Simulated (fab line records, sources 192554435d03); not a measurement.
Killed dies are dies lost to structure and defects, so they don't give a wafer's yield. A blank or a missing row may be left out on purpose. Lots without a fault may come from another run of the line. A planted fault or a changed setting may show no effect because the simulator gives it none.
A struck lot beside a sound one | flow n5_finfet | 18 steps out of a route of 1938
Sound: wafers L228.1, L228.3, L228.5. Struck: wafers L232.1, L232.3, L232.5. The cause comes at the end.
At each step with rows: each side's tool, then ch and its chambers, then its first start. Under that, the readings that differ: sound wafers | struck wafers | difference of the means | sigmas: that difference in standard deviations of wafers without a fault.
alike: readings whose means differ by less than 2 such deviations, and words and numbers that are the same on both sides. not compared: withheld readings, readings that some wafer has no value for, bounds like >300 that may hide the same value, and numbers for which the record gives no deviation and whose values overlap.
The two part at a step that has a row with sigmas, a row that says differs or no value, or rows on one side only. Numbers that don't overlap but have no deviation are shown without sigmas and don't part them. A reading that every wafer of one side lacks parts them only if that side has two wafers or more.

N5_FIN_SAQP_THK_MEAS_05:
  sound on film_metro-01, day 5 20:56; struck on film_metro-02, day 6 21:42
  alike: thk_nm
N5_FIN_SAQP_PECVD_47: deposits a-Si from SiH4/He, target thk 45 nm, time 36.3 s.
  sound on pecvd-04 ch 1,2, day 5 20:59; struck on pecvd-03 ch 0,1,2, day 6 21:44
  alike: heater_power_w, showerhead_plenum_p_Torr, showerhead_vpp_V, throttle_valve_pct
N5_FIN_SAQP_PECVD_48: deposits SiNx from SiH4/NH3/N2, target thk 25 nm, time 22.1 s.
  sound on pecvd-04 ch 1,2, day 5 21:01; struck on pecvd-03 ch 0,1,2, day 6 21:47
  alike: heater_power_w, showerhead_plenum_p_Torr, showerhead_vpp_V, throttle_valve_pct
N5_FIN_SAQP_PECVD_06: deposits a-Si from SiH4/He, target thk 60 nm, time 48.1 s.
  sound on pecvd-04 ch 1,2, day 5 21:04; struck on pecvd-03 ch 0,1,2, day 6 21:49
  reading                | sound          | struck         | difference | sigmas
  throttle_valve_pct (%) | 18.3 18.9 18.7 | 17.2 18.0 17.4 | -1.1       | -2
  alike: heater_power_w, showerhead_plenum_p_Torr, showerhead_vpp_V
N5_FIN_SAQP_THK_MEAS_07:
  sound on film_metro-02, day 5 21:09; struck on film_metro-02, day 6 21:55
  alike: thk_nm
N5_FIN_SAQP_HM_DEP_72: deposits SiO2 from SiH4/N2O, target thk 12 nm, time 7.2 s.
  sound on pecvd-03 ch 0,1,2, day 5 21:11; struck on pecvd-04 ch 0,2, day 6 21:56
  alike: heater_power_w, showerhead_plenum_p_Torr, showerhead_vpp_V
then, 6 steps without rows for these wafers: N5_FIN_SAQP_COAT_49 (time 60 s, resist thk 100 nm); N5_FIN_SAQP_COAT_50 (time 60 s, resist thk 35 nm); N5_FIN_SAQP_COAT_10 (resist thk 90 nm); N5_FIN_SAQP_EBR_12; N5_FIN_SAQP_SOFTBAKE_11 (time 60 s); N5_FIN_SAQP_EXPOSE_13 (exposes mask FIN CORE, target cd 35.6 nm).
N5_FIN_SAQP_PEB_14: peb time 60 s.
  sound on litho_track-02 ch 0, day 5 21:34; struck on litho_track-02 ch 0, day 6 22:12
then, 1 step without rows for these wafers: N5_FIN_SAQP_DEVELOP_15 (develop time 30 s).
N5_FIN_SAQP_CD_MEAS_16: target cd 35.6 nm.
  sound on cd_sem-01 ch 0, day 5 21:38; struck on cd_sem-01 ch 0, day 6 22:16
  reading    | sound             | struck            | difference | sigmas
  cd_nm (nm) | 35.35 35.32 35.22 | 36.57 36.52 36.07 | +1.09      | +4
N5_FIN_SAQP_OVL_MEAS_17:
  sound on overlay-01 ch 0, day 5 21:40; struck on overlay-02 ch 0, day 6 22:19
  alike: FIN_CORE_OVL
-- the record jumps here: 7 days lie between the struck wafers' starts before and after (it left off in module FIN_SAQP and takes up again in module BEOL_M4, whose first step shown is number 1111 of the route) --
N5_BEOL_M4_RC_MEAS_101:
  sound on prober-01 ch 0, day 12 03:11; struck on prober-02 ch 0, day 13 12:25
  alike: DIBL_N, DIBL_P, IOFF_N, IOFF_P, ION_N, ION_P, SS_N, SS_P, VT_N, VT_P
-- the record jumps here: 5 days lie between the struck wafers' starts before and after (it left off in module BEOL_M4 and takes up again in module PASSIVATION, whose first step shown is number 1936 of the route) --
N5_PASSIVATION_PROBE_49:
  sound on prober-02, day 16 06:49; struck on prober-02, day 18 01:29
  reading            | sound  | struck   | difference | sigmas
  killed_at_contacts | 5 7 12 | 27 24 22 | +16        | +3
  alike: defect_limited_yield, killed_at_M0_to_M3, killed_at_M4_up, killed_at_front_end, killed_at_other, killed_dies, killed_open, killed_short, sort_bin_5_function, sort_bin_6_memory, sort_n_pass, sort_yield_pct

WHERE THEY PART
First at N5_FIN_SAQP_PECVD_06; last, within this record, at N5_PASSIVATION_PROBE_49.

WHY: what the simulator had put in
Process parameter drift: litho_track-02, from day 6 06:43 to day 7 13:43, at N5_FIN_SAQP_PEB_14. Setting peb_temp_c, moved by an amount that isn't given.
